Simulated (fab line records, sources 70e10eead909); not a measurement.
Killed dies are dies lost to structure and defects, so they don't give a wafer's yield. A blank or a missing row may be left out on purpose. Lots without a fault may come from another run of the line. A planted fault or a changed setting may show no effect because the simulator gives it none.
Chamber matching | flow nand_harc | NHARC_P_BONDPAD_ETCH_24 on rie_diel-01: 4 sister chambers
The step etches the open film in CF4/N2, target depth 30 nm, time 72.99 s. 14 wafers are shown with their chamber, then 7 later ones without.

WAFERS WITH THEIR CHAMBER
wafer  | chamber | drypump_motor_current_A (A) | rf_vpp_V (V) | oes_product_au (a.u.)
L767.2 | 3       | 5.4                         | 316.1        | 0.991
L767.3 | 0       | 5.9                         | 311.7        | 1.000
L767.5 | 0       | 5.9                         | 314.3        | 1.014
L768.2 | 1       | 6.1                         | 317.1        | 1.005
L768.3 | 2       | 5.2                         | 311.4        | 0.991
L768.4 | 0       | 5.9                         | 312.6        | 1.021
L770.1 | 2       | 5.1                         | 310.6        | 1.001
L770.4 | 3       | 5.4                         | 316.9        | 0.995
L770.6 | 2       | 5.1                         | 311.7        | 1.004
L775.3 | 1       | 6.1                         | 315.9        | 1.008
L775.5 | 2       | 5.1                         | 313.0        | 0.989
L775.6 | 3       | 5.4                         | 316.1        | 0.985
L773.2 | 2       | 5.1                         | 309.4        | 0.989
L773.3 | 1       | 6.1                         | 317.0        | 1.000

SIGNATURES (means of the wafers above)
reading                 | chamber 0 | chamber 1 | chamber 2 | chamber 3 | scatter within a chamber
drypump_motor_current_A | 5.900     | 6.100     | 5.120     | 5.400     | 0.0283
rf_vpp_V                | 312.867   | 316.667   | 311.220   | 316.367   | 1.09
oes_product_au          | 1.01167   | 1.00433   | 0.99480   | 0.99033   | 0.00719
Rule: a wafer's distance from a chamber is the root of the sum, over the readings, of the square of ((its reading less the chamber's mean) divided by the reading's scatter). The wafer belongs to the nearest chamber; if the next one is less than 2 further off, it can't be placed. The scatter: the root of (the sum of the squares of (reading less its chamber's mean) over the shown wafers, divided by (wafers less chambers)).

WAFERS WITHOUT THEIR CHAMBER
wafer  | drypump_motor_current_A (A) | rf_vpp_V (V) | oes_product_au (a.u.)
L773.4 | 5.2                         | 311.0        | 0.996
L777.4 | 5.9                         | 313.5        | 1.005
L777.5 | 5.2                         | 313.7        | 0.992
L777.6 | 6.1                         | 316.8        | 0.996
L784.1 | 5.9                         | 312.3        | 1.026
L784.3 | 5.1                         | 311.3        | 1.000
L784.4 | 6.1                         | 317.6        | 1.015

WHICH CHAMBER EACH WENT THROUGH
wafer  | from the rows above | in truth
L773.4 | 2                   | 2
L777.4 | 0                   | 0
L777.5 | 2                   | 2
L777.6 | 1                   | 1
L784.1 | 0                   | 0
L784.3 | 2                   | 2
L784.4 | 1                   | 1
Placed correctly: 7 of 7. Can't be placed from these rows: 0. Placed wrongly: 0.
